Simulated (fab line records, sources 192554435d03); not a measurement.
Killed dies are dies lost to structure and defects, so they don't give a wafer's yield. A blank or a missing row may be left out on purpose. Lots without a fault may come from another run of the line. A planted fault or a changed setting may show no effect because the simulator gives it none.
Chamber matching | flow n5_finfet | N5_BEOL_M10_ETCH_66 on rie_diel-06: 4 sister chambers
The step etches SOC in N2/H2, target depth 120 nm, overetch 24 nm, time 180 s. 4 wafers are shown with their chamber, then 7 later ones without.

WAFERS WITH THEIR CHAMBER
wafer  | chamber | drypump_motor_current_A (A)
L083.3 | 1       | 5.1
L083.6 | 2       | 6.6
L084.1 | 3       | 5.8
L084.5 | 0       | 4.9

WAFERS WITHOUT THEIR CHAMBER
wafer  | drypump_motor_current_A (A)
L084.6 | 5.2
L090.1 | 5.2
L090.5 | 4.9
L090.6 | 5.8
L093.3 | 5.2
L093.5 | 6.6
L093.6 | 4.9

WHICH CHAMBER EACH WENT THROUGH
wafer  | from the rows above | in truth
L084.6 | 1                   | 1
L090.1 | 1                   | 1
L090.5 | 0                   | 0
L090.6 | 3                   | 3
L093.3 | 1                   | 1
L093.5 | 2                   | 2
L093.6 | 0                   | 0
Placed correctly: 7 of 7. Can't be placed from these rows: 0. Placed wrongly: 0.
How it was worked out, from the rows above alone: a wafer's distance from a chamber is the root of the sum, over the readings, of the square of ((its reading less the chamber's mean) divided by the reading's scatter). The wafer belongs to the nearest chamber; if the next one is less than 2 further off, it can't be placed. A chamber's mean is the mean of its shown wafers. The scatter: with one shown wafer a chamber, the root of the mean of the squares of how far each hidden wafer lies from its nearest shown one.
